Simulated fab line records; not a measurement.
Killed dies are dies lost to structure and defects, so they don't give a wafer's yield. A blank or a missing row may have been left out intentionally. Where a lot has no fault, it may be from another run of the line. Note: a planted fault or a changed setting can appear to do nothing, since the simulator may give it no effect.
fab line records	flow n5-finfet
record lots=6	wafers=18	last-day=17
route steps=1938 shown BEOL_M3@968 BEOL_M4@1111 PASSIVATION@1936
lots that met no fault: from a run of the same line without faults
start-h: the number of hours between the record's first day and the start of the first shown wafer of the lot	wait-h: hours from the lot's prior step to this one	" unchanged from the row above	L1.1+2: one row covering several wafers at once	- no value, or no start was given	* or withheld: withheld	< > ~ a bound
route shown NAME@n: a module of which the file shows steps, and the number in the route of the first	usual: the fault-free wafers' mean and standard deviation	same: alike in all rows	chamber/n: place in a boat	sites: per-site readings	_std_site: their standard deviation	_edge_site: the outer-site mean with the inner-site mean subtracted	radius-mm: how far each site lies from the wafer's centre	mask NAME#n: copy n	behind: the last tool/chamber to shape the wafer	hold: what put the lot on hold/how long, in hours/how the hold closed	device: names the non-switching transistor (n, p or np)	end of line: the tests these same wafers got at the end of their route	a step with no rows: only its recipe	killed: count of dies lost to structure and defects at first sort (not the wafer's yield)	map: per-die view of a wafer (x killed, . not killed, _ where there is no die)
set.NAME: the run value of the setting; set.NAME@STEP: its run value at that earlier step	model.NAME: the simulator's own value behind a step, which no gauge read
a table for each step, a row for each wafer; lots at some steps of the route
services: when a tool's chamber went out of use (start-h, in hours from the record's first day, below 0 if earlier), for how many hours, and the reason
## steps
# step N5_BEOL_M3_INSPECT_30
# recipe mode=adi	inspect-instrument=brightfield
# usual raw-defect-count=383/81
lot.wafer	tool	chamber	start-h	wait-h	raw-defect-count
L632.2	defect-inspect-02	-	172.74	0.0	442
L632.4	"	-	"	"	378
L632.6	"	-	"	"	357
L633.1	defect-inspect-02	-	187.80	0.1	355
L633.3	"	-	"	"	329
L633.5	"	-	"	"	354
L636.1	defect-inspect-02	-	208.79	0.1	407
L636.4	"	-	"	"	307
L636.5	"	-	"	"	467
L638.3	defect-inspect-02	-	215.14	0.0	342
L638.4	"	-	"	"	278
L638.6	"	-	"	"	388
L647.1	defect-inspect-02	-	277.75	0.1	325
L647.2	"	-	"	"	277
L647.6	"	-	"	"	341
L649.3	defect-inspect-02	-	283.64	0.0	376
L649.4	"	-	"	"	305
L649.5	"	-	"	"	351
# step N5_BEOL_M3_DESCUM_33
# recipe chemistry=O2	time-s=7	source-power-w=50	bias-power-w=20	pressure-mtorr=20	rf-frequency-hz=2.712e+07	temp-c=40	resist=CAR-EUV	o2-flow-sccm=225
# usual drypump-motor-current-A=5.88/0.27	oes-product-au=0.76/0.071	rf-vpp-V=243.2/1.3	showerhead-plenum-p-Torr=2.10/0.058	throttle-valve-pct=20.44/0.25
lot.wafer	tool	chamber	start-h	wait-h	drypump-motor-current-A	oes-product-au	rf-hours-counter-h	rf-vpp-V	showerhead-plenum-p-Torr	throttle-valve-pct
L632.2	rie-diel-06	0	172.77	0.0	5.77	0.71	170	243.8	2.20	20.66
L632.4	"	2	"	"	6.03	0.70	196	242.7	2.09	20.61
L632.6	"	3	"	"	5.79	0.71	-	242.3	2.09	20.82
L633.1	rie-diel-06	1	187.83	0.0	6.47	0.85	57	243.6	2.12	20.11
L633.3	"	3	"	"	5.79	0.70	216	243.8	2.09	20.81
L633.5	"	1	"	"	6.46	0.86	-	243.3	2.12	20.10
L636.1	rie-diel-03	1	208.87	0.1	5.49	0.70	214	242.1	2.05	20.69
L636.4	"	0	"	"	5.74	0.75	175	242.6	2.01	20.58
L636.5	"	2	"	"	6.04	0.79	-	241.9	2.09	20.25
L638.3	rie-diel-02	3	215.17	0.0	6.15	0.90	22	241.3	2.05	20.18
L638.4	"	2	"	"	5.98	0.72	178	242.7	2.10	20.29
L638.6	"	0	"	"	5.50	0.91	-	242.3	2.03	20.21
L647.1	rie-diel-06	2	277.85	0.1	6.06	0.68	227	243.0	2.08	20.64
L647.2	"	3	"	"	5.78	0.69	244	241.1	2.08	20.86
L647.6	"	0	"	"	5.79	0.69	-	243.6	2.19	20.70
L649.3	rie-diel-03	1	283.67	0.0	5.46	0.68	239	243.6	2.05	20.73
L649.4	"	1	"	"	5.47	0.68	-	241.7	2.05	20.73
L649.5	"	0	"	"	5.71	0.73	-	241.8	2.00	20.59
# step N5_BEOL_M3_ETCH_77
# recipe chemistry=N2/H2	target=underlayer	target-depth-a=65	mask-material=CAR-EUV	time-s=5.2	ion-energy-ev=200	pressure-mtorr=30	source-w=840	bias-w=150	n2-flow-sccm=200	h2-flow-sccm=200	ends=cleared
# step N5_BEOL_M3_ETCH_69
# recipe chemistry=CF4	target=SiARC	target-depth-a=156	mask-material=CAR-EUV	time-s=26	ion-energy-ev=80	pressure-mtorr=40	source-w=545	bias-w=36	Ar_flow_sccm=100	cf4-flow-sccm=100	ends=cleared
# step N5_BEOL_M3_ALD_98
# recipe material=SiO2	target-thk-a=25	temp-c=100	ald-precursor-family=BDEAS	ald-co-reactant=O2-plasma	pulse-time-s=1	co-reactant-pulse-time-s=1	purge-time-s=2	co-reactant-purge-time-s=2	ald-cycles=17	pressure-torr=2
# usual heater-power-w=75/6.8	precursor-pulse-height-rel=0.999/0.02
# same co-reactant-purge-time-s=2
lot.wafer	tool	chamber	start-h	wait-h	heater-power-w	precursor-pulse-height-rel	since-wet-clean-h
L632.2	ald-sin-01	3	172.90	0.1	68	1.041	361
L632.4	"	2	"	"	82	1.055	361
L632.6	"	2	"	"	83	0.988	-
L633.1	ald-sin-04	1	188.28	0.4	70	1.007	89
L633.3	"	3	"	"	73	0.975	89
L633.5	"	1	"	"	74	1.018	-
L636.1	ald-sin-01	1	209.01	0.1	68	1.003	18
L636.4	"	0	"	"	86	0.986	18
L636.5	"	0	"	"	86	1.008	-
L638.3	ald-sin-02	1	215.31	0.1	74	0.976	313
L638.4	"	1	"	"	74	1.024	-
L638.6	"	0	"	"	69	0.990	-
L647.1	ald-sin-01	1	277.99	0.1	69	0.995	87
L647.2	"	3	"	"	72	1.006	87
L647.6	"	0	"	"	84	0.969	-
L649.3	ald-sin-04	3	283.92	0.2	77	0.982	184
L649.4	"	3	"	"	73	1.007	-
L649.5	"	2	"	"	84	0.968	-
# step N5_BEOL_M3_ETCHBACK_99
# recipe chemistry=CHF3	target=SiO2	target-depth-a=50	time-s=10.4	source-w=215	bias-w=47	Ar_flow_sccm=200	CHF3_flow_sccm=12	ion-energy-ev=100	pressure-mtorr=30
# step N5_BEOL_M3_ETCH_70
# recipe chemistry=N2/H2	target=SOC	target-depth-a=800	overetch-a=160	mask-material=SiARC	temp-c=40	time-s=120	ion-energy-ev=200	pressure-mtorr=30	source-w=840	bias-w=150	n2-flow-sccm=200	h2-flow-sccm=200
# usual bias-w=150.0/0.46	drypump-motor-current-A=5.91/0.27	oes-product-au=0.60/0.055	rf-vpp-V=524.2/2.1	showerhead-plenum-p-Torr=2.55/0.076	throttle-valve-pct=17.70/0.23
lot.wafer	tool	chamber	start-h	wait-h	bias-w	drypump-motor-current-A	oes-product-au	rf-hours-counter-h	rf-vpp-V	showerhead-plenum-p-Torr	throttle-valve-pct
L632.2	rie-diel-03	1	173.52	0.0	150.8	5.45	0.55	203	523.8	2.52	18.12
L632.4	"	0	"	"	149.6	5.73	0.57	164	520.5	2.42	17.78
L632.6	"	0	"	"	149.3	5.76	0.58	-	520.9	2.42	17.76
L633.1	rie-diel-06	3	193.53	0.0	149.5	5.80	0.54	217	522.8	2.51	18.07
L633.3	"	1	"	"	150.7	6.52	0.65	58	524.6	2.56	17.35
L633.5	"	3	"	"	150.0	5.80	0.54	-	523.2	2.51	18.06
L636.1	rie-diel-06	0	210.17	0.0	150.0	5.81	0.55	182	525.5	2.67	18.06
L636.4	"	1	"	"	150.2	6.50	0.65	64	524.8	2.56	17.36
L636.5	"	0	"	"	150.3	5.81	0.56	-	525.8	2.67	18.06
L638.3	rie-diel-02	2	216.65	0.0	150.9	5.96	0.56	179	525.1	2.54	17.69
L638.4	"	1	"	"	149.6	5.98	0.63	75	527.3	2.67	17.47
L638.6	"	1	"	"	149.2	5.98	0.62	-	528.7	2.67	17.46
L647.1	rie-diel-02	3	278.47	0.0	149.7	6.11	0.65	41	522.0	2.50	17.75
L647.2	"	1	"	"	149.6	5.98	0.61	94	525.9	2.67	17.51
L647.6	"	1	"	"	150.2	5.98	0.61	-	526.7	2.67	17.50
L649.3	rie-diel-02	3	284.26	0.0	149.7	6.14	0.65	42	522.0	2.50	17.76
L649.4	"	2	"	"	150.0	5.95	0.56	200	522.7	2.53	17.70
L649.5	"	2	"	"	149.7	5.99	0.55	-	522.4	2.53	17.71
# step N5_BEOL_M3_STRIP_71
# recipe chemistry=N2/H2	temp-c=40	n2-flow-sccm=200	h2-flow-sccm=200	rf-frequency-hz=6e+07
# step N5_BEOL_M3_STRIP_78
# recipe chemistry=N2/H2	temp-c=40	n2-flow-sccm=200	h2-flow-sccm=200	rf-frequency-hz=6e+07
# step N5_BEOL_M3_VIA_ETCH_34
# recipe chemistry=C4F6/O2	target-depth-a=694	mask-material=SOC	pressure-mtorr=15	ion-energy-ev=250	taper-deg=4	time-s=65.9	source-w=350	bias-w=170	Ar_flow_sccm=300	C4F6_flow_sccm=10	O2_flow_sccm=10
# step N5_BEOL_M3_STRIP_83
# recipe chemistry=C4F6/O2	resist=SiARC	rf-frequency-hz=6e+07
# step N5_BEOL_M3_STRIP_36
# recipe chemistry=N2/H2	power-w=450	temp-c=40	pressure-mtorr=20	rf-frequency-hz=6e+07	overash-fraction=0.3	bias-power-w=7	h2-frac=0.5	n2-flow-sccm=200	h2-flow-sccm=200
# usual drypump-motor-current-A=5.90/0.27	oes-product-au=0.78/0.081	rf-vpp-V=59.2/1.4	showerhead-plenum-p-Torr=2.55/0.076	throttle-valve-pct=23.50/0.27
lot.wafer	tool	chamber	start-h	wait-h	drypump-motor-current-A	oes-product-au	rf-hours-counter-h	rf-vpp-V	showerhead-plenum-p-Torr	throttle-valve-pct
L632.2	rie-diel-03	1	173.68	0.0	5.48	0.70	203	59.8	2.51	23.83
L632.4	"	0	"	"	5.73	0.77	164	57.5	2.42	23.55
L632.6	"	0	"	"	5.73	0.77	-	58.7	2.42	23.50
L633.1	rie-diel-06	3	193.69	0.0	5.79	0.70	217	59.9	2.51	23.75
L633.3	"	1	"	"	6.53	0.85	58	59.4	2.55	23.23
L633.5	"	3	"	"	5.78	0.70	-	57.9	2.51	23.79
L636.1	rie-diel-06	0	210.33	0.0	5.81	0.70	182	58.8	2.67	23.89
L636.4	"	1	"	"	6.52	0.86	64	60.4	2.55	23.25
L636.5	"	0	"	"	5.81	0.70	-	60.5	2.67	23.91
L638.3	rie-diel-02	2	216.81	0.0	5.96	0.72	179	58.4	2.53	23.44
L638.4	"	1	"	"	5.98	0.82	75	59.8	2.67	23.12
L638.6	"	1	"	"	6.00	0.82	-	60.8	2.67	23.16
L647.1	rie-diel-02	3	278.63	0.0	6.17	0.85	41	56.9	2.50	23.80
L647.2	"	1	"	"	5.97	0.79	95	58.5	2.66	23.21
L647.6	"	1	"	"	5.98	0.79	-	59.7	2.66	23.15
L649.3	rie-diel-02	3	284.42	0.0	6.15	0.85	42	59.5	2.50	23.81
L649.4	"	2	"	"	5.94	0.70	200	60.1	2.52	23.48
L649.5	"	2	"	"	5.98	0.71	-	58.8	2.52	23.45
# step N5_BEOL_M3_TRENCH_ETCH_37
# recipe chemistry=C4F6/O2	target-depth-a=555.55	target=SiOC	time-s=29.2	ion-energy-ev=250	pressure-mtorr=30	source-w=355	bias-w=185	Ar_flow_sccm=300	C4F6_flow_sccm=10	O2_flow_sccm=10
# usual O2_flow_sccm=9.998/0.027	bias-w=185.1/0.56	drypump-motor-current-A=5.90/0.27	mfc-ar-sccm=299.9/0.86	oes-product-au=0.78/0.077	rf-vpp-V=664/25	showerhead-plenum-p-Torr=2.86/0.075	throttle-valve-pct=20.77/0.21
lot.wafer	tool	chamber	start-h	wait-h	O2_flow_sccm	bias-w	drypump-motor-current-A	mfc-ar-sccm	oes-product-au	rf-hours-counter-h	rf-vpp-V	showerhead-plenum-p-Torr	throttle-valve-pct	model.BEOL_M3.feature-depth-nm	model.etch.depth-nm
L632.2	rie-diel-03	1	173.72	-	9.947	185.5	5.45	300.1	0.70	203	690	2.83	21.26	54.2	54.24
L632.4	"	0	"	"	9.969	185.0	5.67	299.2	0.76	164	668	2.74	20.95	56.4	56.33
L632.6	"	0	"	"	10.007	185.0	5.72	299.7	0.76	-	667	2.74	20.95	56.2	56.15
L633.1	rie-diel-06	3	193.73	-	10.012	184.5	5.80	301.0	0.68	217	653	2.83	21.24	51.8	51.88
L633.3	"	1	"	"	9.975	185.2	6.49	300.4	0.84	58	694	2.92	20.70	54	53.96
L633.5	"	3	"	"	9.975	184.6	5.78	300.3	0.69	-	653	2.83	21.23	52.6	52.54
L636.1	rie-diel-06	0	210.37	-	10.001	185.0	5.80	299.3	0.71	182	668	2.93	20.82	55	54.94
L636.4	"	1	"	"	10.027	185.4	6.52	298.2	0.85	64	694	2.92	20.70	55	55.04
L636.5	"	0	"	"	9.998	185.4	5.81	299.3	0.72	-	667	2.93	20.80	55	55.06
L638.3	rie-diel-02	2	216.85	-	10.019	184.1	5.99	300.6	0.73	179	638	2.86	20.75	55.2	55.21
L638.4	"	1	"	"	10.014	186.1	5.96	299.2	0.83	75	685	2.99	20.61	56.8	56.89
L638.6	"	1	"	"	10.037	185.4	5.96	298.9	0.83	-	686	2.99	20.62	57.8	57.8
L647.1	rie-diel-02	3	278.67	-	9.984	149.0	6.14	299.2	0.83	41	524	2.80	20.67	53	53.02
L647.2	"	1	"	"	9.982	148.7	5.97	300.7	0.77	95	576	2.98	20.62	52.4	52.31
L647.6	"	1	"	"	10.001	148.8	5.97	301.2	0.77	-	577	2.98	20.64	53	52.93
L649.3	rie-diel-02	3	284.46	-	9.967	149.6	6.13	299.8	0.81	42	522	2.80	20.67	52	51.9
L649.4	"	2	"	"	10.003	148.5	5.99	301.5	0.69	200	535	2.85	20.78	50.8	50.89
L649.5	"	2	"	"	10.002	148.4	5.95	299.6	0.68	-	537	2.85	20.78	50.8	50.81
# step N5_BEOL_M3_ETCH_41
# recipe chemistry=CH3F/O2	target=SiCN	target-depth-a=299	taper-deg=2	time-s=52.5	ion-energy-ev=120	mask-material=TiN	pressure-mtorr=30	source-w=395	bias-w=75	Ar_flow_sccm=150	CH3F_flow_sccm=30	O2_flow_sccm=20
# step N5_BEOL_M3_STRIP_97
# recipe chemistry=N2/H2	time-s=10	power-w=450	temp-c=40	pressure-mtorr=20	rf-frequency-hz=6e+07	bias-power-w=7	n2-flow-sccm=200	h2-flow-sccm=200
# usual drypump-motor-current-A=5.90/0.27	oes-product-au=0.78/0.081	rf-vpp-V=59.2/0.84	showerhead-plenum-p-Torr=2.55/0.076	throttle-valve-pct=23.50/0.27
lot.wafer	tool	chamber	start-h	wait-h	drypump-motor-current-A	oes-product-au	rf-hours-counter-h	rf-vpp-V	showerhead-plenum-p-Torr	throttle-valve-pct
L632.2	rie-diel-03	1	-	-	5.46	0.70	203	59.6	2.51	23.84
L632.4	"	0	"	"	5.76	0.76	164	58.9	2.42	23.54
L632.6	"	0	"	"	5.72	0.75	-	59.3	2.42	23.53
L633.1	rie-diel-06	3	-	-	5.79	0.70	217	58.7	2.51	23.78
L633.3	"	1	"	"	6.50	0.86	59	59.0	2.55	23.24
L633.5	"	3	"	"	5.78	0.70	-	58.9	2.51	23.78
L636.1	rie-diel-06	0	-	-	5.77	0.70	182	59.9	2.67	23.90
L636.4	"	1	"	"	6.52	0.85	64	58.7	2.55	23.24
L636.5	"	0	"	"	5.76	0.70	-	60.4	2.67	23.91
L638.3	rie-diel-02	2	-	-	5.94	0.72	179	59.4	2.53	23.45
L638.4	"	1	"	"	5.99	0.81	75	59.1	2.67	23.16
L638.6	"	1	"	"	5.97	0.82	-	60.6	2.67	23.17
L647.1	rie-diel-02	3	-	-	6.15	0.86	41	59.4	2.50	23.79
L647.2	"	1	"	"	6.00	0.79	95	58.0	2.66	23.17
L647.6	"	1	"	"	5.97	0.79	-	59.8	2.66	23.19
L649.3	rie-diel-02	3	-	-	6.13	0.85	43	60.2	2.50	23.81
L649.4	"	2	"	"	6.00	0.71	200	58.1	2.52	23.51
L649.5	"	2	"	"	5.95	0.71	-	59.4	2.52	23.49
# step N5_BEOL_M3_OCD_MEAS_38
# usual trench-depth-nm=55.4/1.4
lot.wafer	tool	chamber	start-h	wait-h	trench-depth-nm
L632.2	ocd-01	-	173.88	-	54.1
L632.4	"	-	"	"	56.4
L632.6	"	-	"	"	56.1
L633.1	ocd-01	-	193.88	-	52.0
L633.3	"	-	"	"	54.0
L633.5	"	-	"	"	52.3
L636.1	ocd-01	-	210.53	-	54.9
L636.4	"	-	"	"	55.0
L636.5	"	-	"	"	55.5
L638.3	ocd-02	-	217.00	-	55.4
L638.4	"	-	"	"	56.8
L638.6	"	-	"	"	57.8
L647.1	ocd-02	-	278.82	-	53.2
L647.2	"	-	"	"	52.3
L647.6	"	-	"	"	53.1
L649.3	ocd-01	-	284.62	-	52.0
L649.4	"	-	"	"	50.5
L649.5	"	-	"	"	50.2
# step N5_BEOL_M3_HM_STRIP_39
# recipe chemistry=peroxide-tin-strip	material=TiN	target-depth-a=250	temp-c=50	time-s=158
# step N5_BEOL_M4_RC_MEAS_101
# usual DIBL_N=36.8/2.2	DIBL_P=37.1/2.8	IOFF_N=0.17/0.04	IOFF_P=0.22/0.049	ION_N=672/16	ION_P=460/9.2	SS_N=71.6/0.69	SS_P=73.5/0.78	VT_N=249/3.6	VT_P=-250/3.9
lot.wafer	tool	chamber	start-h	wait-h	DIBL_N[mV/V]	DIBL_P[mV/V]	IOFF_N[nA/um]	IOFF_P[nA/um]	ION_N[uA/um]	ION_P[uA/um]	SS_N[mV/dec]	SS_P[mV/dec]	VT_N[mV]	VT_P[mV]
L632.2	prober-02	0	187.06	0.2	37.5	36.6	0.19	0.20	673	445	71.3	73.9	246	-251
L632.4	"	0	"	"	35.5	34.7	0.14	0.16	675	451	71.3	73.3	251	-256
L632.6	"	0	"	"	34.3	34.1	0.14	0.16	685	458	71.0	72.9	249	-256
L633.1	prober-02	0	207.65	0.0	40.3	41.0	0.24	0.26	712	473	72.6	74.9	241	-249
L633.3	"	0	"	"	40.2	41.3	0.23	0.28	681	460	72.5	73.7	244	-248
L633.5	"	0	"	"	40.7	41.0	0.23	0.27	696	469	72.1	74.8	245	-249
L636.1	prober-01	0	229.76	0.0	38.4	39.5	0.21	0.24	675	452	71.4	74.3	245	-251
L636.4	"	0	"	"	35.8	36.9	0.15	0.20	668	457	70.9	73.4	251	-252
L636.5	"	0	"	"	34.9	35.5	0.14	0.19	663	456	71.5	72.9	251	-254
L638.3	prober-02	0	235.72	0.3	38.3	39.0	0.21	0.25	701	472	72.8	73.5	246	-247
L638.4	"	0	"	"	35.1	34.1	0.13	0.17	660	452	70.9	72.4	252	-254
L638.6	"	0	"	"	36.6	37.5	0.19	0.21	703	470	71.9	73.9	247	-253
L647.1	prober-01	0	302.69	0.0	39.9	43.4	0.26	0.36	679	474	72.2	74.3	244	-244
L647.2	"	0	"	"	36.6	37.8	0.17	0.23	668	455	71.3	72.7	254	-249
L647.6	"	0	"	"	39.1	41.6	0.23	0.30	701	475	71.8	74.6	245	-245
L649.3	prober-01	0	304.84	0.3	39.7	39.9	0.25	0.32	691	462	73.0	73.6	243	-242
L649.4	"	0	"	"	38.9	40.4	0.23	0.34	683	474	72.8	74.3	245	-242
L649.5	"	0	"	"	38.4	39.0	0.21	0.29	677	463	71.9	73.4	246	-244
# step N5_PASSIVATION_PROBE_49
# usual defect-limited-yield=91.1/1.5	killed_at_M0_to_M3=35/11	killed_at_M4_up=13/5.7	killed-at-contacts=12/5.7	killed-at-front-end=40/11	killed-at-other=4/4.4	killed-dies=105/18	killed-open=68/14	killed-short=34/7.4	sort_bin_4_leakage=0.00/0.011	sort_bin_5_function=5.2/1	sort_bin_6_memory=3.3/0.67	sort_bin_8_speed=0.04/0.29	sort-n-pass=1074/18	sort-yield-pct=91.0/1.5
# same gross-dies=1180	killed-at-back-side=0
lot.wafer	tool	chamber	start-h	wait-h	defect-limited-yield[%]	killed_at_M0_to_M3	killed_at_M4_up	killed-at-contacts	killed-at-front-end	killed-at-other	killed-dies	killed-open	killed-short	sort_bin_4_leakage[%]	sort_bin_5_function[%]	sort_bin_6_memory[%]	sort_bin_8_speed[%]	sort-n-pass	sort-yield-pct[%]
L636.1	prober-01	-	320.51	0.0	91.4	26	6	9	59	1	101	54	44	0	5.8	2.4	0	1079	91.4
L636.4	prober-01	-	320.66	0.2	91.8	37	8	10	42	0	97	65	31	0	4.2	3.4	0	1083	91.8
L636.5	prober-01	-	320.71	0.2	89.5	59	11	12	41	1	124	85	39	0	6.8	3.7	0	1056	89.5
L647.1	prober-02	-	401.31	0.0	81.5	38	18	12	32	118	218	57	46	0	14.7	3.6	0	962	81.5
L647.2	prober-02	-	401.36	0.1	87.4	29	7	15	33	65	149	57	32	0	9.9	2.4	0	1031	87.4
L647.6	prober-02	-	401.56	0.3	87.7	49	16	25	33	22	145	93	38	0	6.9	4.9	0	1035	87.7
# killed by level:class
L636.1 STI_FIN_REVEAL:geometric-particle:open=19 BEOL_M0_SAQP:geometric-particle:open=8 STARTING-WAFER:geometric-particle:short=7 FIN_SAQP:geometric-particle:open=6 STI_FIN_REVEAL:geometric-particle:short=6 BEOL_M0_SAQP:geometric-particle:short=6 FIN_SAQP:geometric-particle:short=5 BEOL_M2:geometric-particle:open=5
L636.4 STI_FIN_REVEAL:geometric-particle:open=16 BEOL_M0_SAQP:geometric-particle:open=11 FIN_SAQP:geometric-particle:open=9 BEOL_M0_SAQP:geometric-particle:short=8 MOL_CONTACT_COAG:geometric-particle:open=8 BEOL_M1:geometric-particle:open=5 FIN_SAQP:geometric-particle:short=4 STI_FIN_REVEAL:geometric-particle:short=3
L636.5 STI_FIN_REVEAL:geometric-particle:open=19 BEOL_M0_SAQP:geometric-particle:short=19 BEOL_M2:geometric-particle:open=17 BEOL_M0_SAQP:geometric-particle:open=12 MOL_CONTACT_COAG:geometric-particle:open=10 DUMMY_GATE:geometric-particle:open=7 BEOL_M5:geometric-particle:open=5 BEOL_M4:geometric-particle:open=4
L647.1 PASSIVATION:area-etch=114 DUMMY_GATE:geometric-particle:open=9 BEOL_M0_SAQP:geometric-particle:short=9 MOL_CONTACT_COAG:geometric-particle:open=8 BEOL_M3:geometric-particle:open=8 GATE_CUT:geometric-particle:short=7 ILD0:geometric-particle:short=5 FIN_SAQP:geometric-particle:short=4
L647.2 PASSIVATION:area-etch=58 FIN_SAQP:geometric-particle:open=14 MOL_CONTACT_COAG:geometric-particle:open=12 BEOL_M0_SAQP:geometric-particle:open=9 BEOL_M0_SAQP:geometric-particle:short=8 STI_FIN_REVEAL:geometric-particle:open=6 BEOL_M3:geometric-particle:short=5 MOL_CONTACT_COAG:geometric-particle:short=3
L647.6 MOL_CONTACT_COAG:geometric-particle:open=20 PASSIVATION:area-etch=14 BEOL_M0_SAQP:geometric-particle:open=11 BEOL_M0_SAQP:geometric-particle:short=10 BEOL_M3:geometric-particle:open=9 BEOL_M4:geometric-particle:open=7 GATE_CUT:geometric-particle:short=6 BEOL_M1:geometric-particle:open=6
## services
tool	chamber	start-h	hours	kind
ald-sin-02	1	152.20	10.6	repair
ald-sin-01	-	176.92	14.0	pm
ald-sin-01	0	176.92	14.0	vent-cycle
ald-sin-01	1	176.92	14.0	vent-cycle
ald-sin-01	2	176.92	14.0	vent-cycle
ald-sin-01	3	176.92	14.0	vent-cycle
ald-sin-01	0	190.92	-	clean
ald-sin-01	1	190.92	-	clean
ald-sin-01	-	214.57	0.5	repair
ald-sin-02	2	215.11	8.9	repair
ald-sin-01	-	218.36	6.1	pm
rie-diel-03	-	220.73	0.9	repair
rie-diel-02	3	229.20	1.3	repair
ald-sin-02	3	233.26	14.0	repair
rie-diel-03	0	237.94	16.9	repair
rie-diel-03	3	265.27	-	clean
rie-diel-03	3	265.27	-	consumable-replace:esc
rie-diel-03	3	265.27	-	consumable-replace:focus-ring
rie-diel-03	3	265.27	20.3	scheduled-down
rie-diel-03	3	265.27	20.3	vent-cycle
ald-sin-02	3	265.94	12.9	repair
ald-sin-04	1	267.90	17.3	repair
ald-sin-02	-	268.25	14.0	pm
ald-sin-01	2	279.66	12.0	repair
## key
first-sign step=N5_BEOL_M3_TRENCH_ETCH_37	reading=bias-w	direction=down	sigmas=64	usual=*	struck=*
effect step=N5_BEOL_M3_TRENCH_ETCH_37	reading=rf-vpp-V	direction=down	sigmas=4.8	usual=664	struck=545
effect step=N5_BEOL_M3_OCD_MEAS_38	reading=trench-depth-nm	direction=down	sigmas=2.6	usual=55.4	struck=51.9
model-effect step=N5_BEOL_M3_TRENCH_ETCH_37	value=BEOL_M3.feature-depth-nm	without=55.67	struck=52
met-at N5_BEOL_M3_TRENCH_ETCH_37
struck-wafers L647.1,L647.2,L647.6,L649.3,L649.4,L649.5
baseline-loss step=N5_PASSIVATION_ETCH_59	wafers=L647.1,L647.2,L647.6
onset-between 216.85 278.67
fault kind=process-parameter-drift	tool=rie-diel-02	chamber=-	onset-h=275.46	steps=N5_BEOL_M3_TRENCH_ETCH_37	channel=bias-w	offset=*	shape=step	end-h=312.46	acts-in=*	stated=*
# baseline-loss: these wafers lose ten dies or more at that step, a loss of the line's own and not of a fault; the sort's usual values leave them out
